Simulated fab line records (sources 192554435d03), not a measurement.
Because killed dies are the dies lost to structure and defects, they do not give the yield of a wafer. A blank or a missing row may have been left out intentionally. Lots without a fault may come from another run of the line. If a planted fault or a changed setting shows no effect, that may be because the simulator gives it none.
Comparing a struck lot with a sound one ; flow n5Finfet ; 38 out of 1938 route steps
Sound: these wafers, L191.1, L191.4, L191.5. Wafers L195.1, L195.4, L195.6 were the ones struck. The cause comes at the end.
Per side, at each step with rows, come the tool, then ch with its chambers, and then its first start. Under that, the readings that differ: sound wafers ; struck wafers ; difference of the means ; sigmas: that difference in standard deviations of wafers without a fault.
alike: a reading whose means differ by less than 2 such deviations, as well as words and numbers matching on both sides. not compared: withheld readings; readings where some wafer has no value; bounds like >300 that might hide an equal value; numbers whose values overlap and for which the record gives no deviation.
A row with sigmas, a row that says differs or no value, or rows on one side alone: a step with any of these is where the two part. Numbers that have no deviation but don't overlap get no sigmas and don't part them. A reading missing from all wafers of one side parts the sides only when that side holds two or more wafers.

first, 9 steps without rows for these wafers: N5_BEOL_M4_ANNEAL_95 (time 240 s); N5_BEOL_M4_SPUTTER_96 (material Cu, target thk 4.5 nm, time 8.29 s); N5_BEOL_M4_ECD_50 (material Cu, target thk 300 nm); N5_BEOL_M4_ANNEAL_51 (time 90 s); N5_BEOL_M4_CMP_52 (polishes, stops on SiOC, t overpolish 6.8 s, target thk 40 nm); N5_BEOL_M4_PRE_CLEAN_60 (time 15 s); N5_BEOL_M4_CO_CAP_55 (material Co, precursor CCTBA/H2, target thk 2 nm, time 102.1 s); N5_BEOL_M4_PRE_CLEAN_56 (time 15 s); N5_BEOL_M4_DEP_57 (deposits SiCN from 3MS/NH3, target thk 8 nm, time 14 s).
N5_BEOL_M4_RC_MEAS_101:
  sound on prober-01 ch 0, day 10 04:43; struck on prober-02 ch 0, day 11 21:25
reading;sound;struck;difference;sigmas
SS_P (mV/dec);72.4 73.0 72.0;74.0 73.8 73.9;+1.4;+2
  alike: DIBL_N, DIBL_P, IOFF_N, IOFF_P, ION_N, ION_P, SS_N, VT_N, VT_P
then, 24 steps without rows for these wafers: N5_BEOL_M5_ILD_DEP_00 (deposits SiCOH lowk from DEMS/porogen, target thk 140.64 nm, time 25.9 s); N5_BEOL_M5_CURE_79 (cures SiCOH lowk, time 240 s); N5_BEOL_M5_PECVD_70 (deposits SiO2 from TEOS/O2, target thk 16 nm, time 18 s); N5_BEOL_M5_HM_DEP_02 (deposits TiN, target thk 20 nm); N5_BEOL_M5_COAT_59 (time 60 s, resist thk 60 nm); N5_BEOL_M5_COAT_60 (time 60 s, resist thk 12 nm); N5_BEOL_M5_COAT_71 (time 60 s, resist thk 5 nm); N5_BEOL_M5_COAT_05 (resist thk 30 nm); N5_BEOL_M5_EBR_07; N5_BEOL_M5_SOFTBAKE_06 (time 60 s); N5_BEOL_M5_EXPOSE_08 (exposes mask M5, target cd 28 nm); N5_BEOL_M5_PEB_09 (peb time 60 s); N5_BEOL_M5_DEVELOP_10 (develop time 30 s); N5_BEOL_M5_DESCUM_16 (chemistry O2, time 7 s); N5_BEOL_M5_ETCH_72 (etches underlayer in N2/H2, target depth 6.5 nm, time 5.2 s); N5_BEOL_M5_ETCH_61 (etches SiARC in CF4, target depth 15.6 nm, time 26 s); N5_BEOL_M5_ETCH_62 (etches SOC in N2/H2, target depth 75 nm, overetch 15 nm, time 112.5 s); N5_BEOL_M5_STRIP_63 (strips in N2/H2); N5_BEOL_M5_STRIP_73 (strips in N2/H2); N5_BEOL_M5_STRIP_64 (strips in CF4); N5_BEOL_M5_HM_OPEN_17 (chemistry Cl2/BCl3, target TiN, target depth 20 nm, overetch 6 nm); N5_BEOL_M5_STRIP_19 (strips in O2); N5_BEOL_M5_COAT_65 (time 60 s, resist thk 60 nm); N5_BEOL_M5_COAT_66 (time 60 s, resist thk 12 nm).
N5_BEOL_M8_TRENCH_ETCH_37: etches SiCOH lowk in C4F6/O2, target depth 93.478 nm, time 31.2 s.
  sound on rieDiel-05 ch 2,3, day 11 17:56; struck on rieDiel-05 ch 1,2, day 13 09:42
  no value came back on the struck wafers for any of 7 readings (C4F6_flow_sccm (sccm), O2_flow_sccm (sccm) and others); on the sound wafers C4F6_flow_sccm (sccm) reads 9.960 10.000 9.989
reading;sound;struck;difference;sigmas
model.TiN_of_BEOL_M8_HM_DEP_02.thkNm (nm);17.4 17.4 17.4;20 20 20;+3;
  not compared: rfHoursCounterH
N5_BEOL_M8_OCD_MEAS_38:
  sound on ocd-02 at day 11 18:05; struck on ocd-01 at day 13 09:52
reading;sound;struck;difference;sigmas
trenchDepthNm (nm);93.0 92.2 94.9;0 0 0.5;-93;-72
N5_BEOL_M8_CMP_52: polishes, stops on SiCOH lowk, t overpolish 6.9 s, target thk 80 nm.
  sound on cmp-01 ch 0,2,3, day 11 22:02; struck on cmp-01 ch 2,3, day 13 12:55
reading;sound;struck;difference;sigmas
model.Cu_of_BEOL_M8_ECD_50.thkNm (nm);79.8 79 81.8;1 0 1.4;-79;
  alike: motorCurrentA
-- the record jumps here: 3 days lie between the struck wafers' starts before and after (it left off in module BEOL_M8 and takes up again in module PASSIVATION, whose first step shown is number 1936 of the route) --
N5_PASSIVATION_PROBE_49:
  the record has rows for the struck wafers here (prober-01, day 16 04:10) and none for the sound ones

WHERE THEY PART
At N5_BEOL_M4_RC_MEAS_101 first; at N5_PASSIVATION_PROBE_49 last (within this record only).

WHY: the cause the simulator had injected
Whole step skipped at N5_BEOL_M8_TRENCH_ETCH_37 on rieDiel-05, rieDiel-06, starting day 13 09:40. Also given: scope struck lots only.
